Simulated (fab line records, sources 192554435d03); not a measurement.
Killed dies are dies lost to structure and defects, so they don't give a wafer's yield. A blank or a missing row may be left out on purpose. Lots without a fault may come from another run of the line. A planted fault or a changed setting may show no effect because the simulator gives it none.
A struck lot beside a sound one | flow n5_finfet | 37 steps out of a route of 1938
Sound: wafers L137.1, L137.5, L137.6. Struck: wafers L138.2, L138.4, L138.5. The cause comes at the end.
At each step with rows: each side's tool, then ch and its chambers, then its first start. Under that, the readings that differ: sound wafers | struck wafers | difference of the means | sigmas: that difference in standard deviations of wafers without a fault.
alike: readings whose means differ by less than 2 such deviations, and words and numbers that are the same on both sides. not compared: withheld readings, readings that some wafer has no value for, bounds like >300 that may hide the same value, and numbers for which the record gives no deviation and whose values overlap.
The two part at a step that has a row with sigmas, a row that says differs or no value, or rows on one side only. Numbers that don't overlap but have no deviation are shown without sigmas and don't part them. A reading that every wafer of one side lacks parts them only if that side has two wafers or more.

first, 9 steps without rows for these wafers: N5_BEOL_M4_ANNEAL_95 (time 240 s); N5_BEOL_M4_SPUTTER_96 (material Cu, target thk 4.5 nm, time 8.29 s); N5_BEOL_M4_ECD_50 (material Cu, target thk 300 nm); N5_BEOL_M4_ANNEAL_51 (time 90 s); N5_BEOL_M4_CMP_52 (polishes, stops on SiOC, t overpolish 6.8 s, target thk 40 nm); N5_BEOL_M4_PRE_CLEAN_60 (time 15 s); N5_BEOL_M4_CO_CAP_55 (material Co, precursor CCTBA/H2, target thk 2 nm, time 102.1 s); N5_BEOL_M4_PRE_CLEAN_56 (time 15 s); N5_BEOL_M4_DEP_57 (deposits SiCN from 3MS/NH3, target thk 8 nm, time 14 s).
N5_BEOL_M4_RC_MEAS_101:
  sound on prober-01 ch 0, day 12 16:43; struck on prober-02 ch 0, day 13 04:32
  alike: DIBL_N, DIBL_P, IOFF_N, IOFF_P, ION_N, ION_P, SS_N, SS_P, VT_N, VT_P
then, 24 steps without rows for these wafers: N5_BEOL_M5_ILD_DEP_00 (deposits SiCOH lowk from DEMS/porogen, target thk 140.64 nm, time 25.9 s); N5_BEOL_M5_CURE_79 (cures SiCOH lowk, time 240 s); N5_BEOL_M5_PECVD_70 (deposits SiO2 from TEOS/O2, target thk 16 nm, time 18 s); N5_BEOL_M5_HM_DEP_02 (deposits TiN, target thk 20 nm); N5_BEOL_M5_COAT_59 (time 60 s, resist thk 60 nm); N5_BEOL_M5_COAT_60 (time 60 s, resist thk 12 nm); N5_BEOL_M5_COAT_71 (time 60 s, resist thk 5 nm); N5_BEOL_M5_COAT_05 (resist thk 30 nm); N5_BEOL_M5_EBR_07; N5_BEOL_M5_SOFTBAKE_06 (time 60 s); N5_BEOL_M5_EXPOSE_08 (exposes mask M5, target cd 28 nm); N5_BEOL_M5_PEB_09 (peb time 60 s); N5_BEOL_M5_DEVELOP_10 (develop time 30 s); N5_BEOL_M5_DESCUM_16 (chemistry O2, time 7 s); N5_BEOL_M5_ETCH_72 (etches underlayer in N2/H2, target depth 6.5 nm, time 5.2 s); N5_BEOL_M5_ETCH_61 (etches SiARC in CF4, target depth 15.6 nm, time 26 s); N5_BEOL_M5_ETCH_62 (etches SOC in N2/H2, target depth 75 nm, overetch 15 nm, time 112.5 s); N5_BEOL_M5_STRIP_63 (strips in N2/H2); N5_BEOL_M5_STRIP_73 (strips in N2/H2); N5_BEOL_M5_STRIP_64 (strips in CF4); N5_BEOL_M5_HM_OPEN_17 (chemistry Cl2/BCl3, target TiN, target depth 20 nm, overetch 6 nm); N5_BEOL_M5_STRIP_19 (strips in O2); N5_BEOL_M5_COAT_65 (time 60 s, resist thk 60 nm); N5_BEOL_M5_COAT_66 (time 60 s, resist thk 12 nm).
N5_BEOL_M7_STRIP_36: strips in N2/H2.
  sound on rie_diel-06 ch 0,1,3, day 13 18:11; struck on rie_diel-03 ch 0,1,2, day 14 04:13
  no value came back on the struck wafers for any of 8 readings (bias_power_w (W), chamber_pressure_mTorr (mTorr) and others); on the sound wafers bias_power_w (W) reads 6.975 6.997 6.980
  reading                                  | sound | struck       | difference | sigmas
  model.SOC_of_BEOL_M7_COAT_63.thk_nm (nm) | 0 0 0 | 53.8 54.2 54 | +54.0      |
  not compared: rf_hours_counter_h
N5_BEOL_M7_ETCH_41: etches SiCN in CH3F/O2, target depth 31.9 nm, time 57.8 s.
  sound on rie_diel-06 ch 0,1,3; struck on rie_diel-03 ch 0,1,2, day 14 04:17
  reading                                  | sound | struck       | difference | sigmas
  model.SOC_of_BEOL_M7_COAT_63.thk_nm (nm) | 0 0 0 | 35.2 36 35.8 | +35.7      |
  alike: drypump_motor_current_A, oes_product_au, rf_vpp_V, showerhead_plenum_p_Torr, throttle_valve_pct
  not compared: rf_hours_counter_h
-- the record jumps here: 3 days lie between the struck wafers' starts before and after (it left off in module BEOL_M7 and takes up again in module PASSIVATION, whose first step shown is number 1936 of the route) --
N5_PASSIVATION_PROBE_49:
  sound on prober-02, day 16 16:32; struck on prober-02, day 17 04:16
  reading                  | sound          | struck         | difference | sigmas
  defect_limited_yield (%) | 92.6 91.4 94.1 | 0 0 0          | -93        | -66
  killed_at_M4_up          | 11 17 14       | 1080 1069 1070 | +1059      | +99 or more
  killed_at_front_end      | 24 32 22       | 41 68 51       | +27        | +2
  killed_dies              | 87 101 70      | 1180 1180 1180 | +1094      | +68
  killed_on_rim            | 9 9 11         | 152 152 152    | +142       | +36
  sort_bin_5_function (%)  | 3.4 5.3 3.4    | 96.9 95.8 96.1 | +92.2      | +99 or more
  sort_n_pass              | 1093 1079 1110 | 0 0 0          | -1094      | -68
  sort_yield_pct (%)       | 92.6 91.4 94.1 | 0 0 0          | -93        | -66
  alike: killed_at_M0_to_M3, killed_at_contacts, killed_at_other, killed_open, killed_short, sort_bin_6_memory

WHERE THEY PART
First at N5_BEOL_M7_STRIP_36; last, within this record, at N5_PASSIVATION_PROBE_49.

WHY: what the simulator had put in
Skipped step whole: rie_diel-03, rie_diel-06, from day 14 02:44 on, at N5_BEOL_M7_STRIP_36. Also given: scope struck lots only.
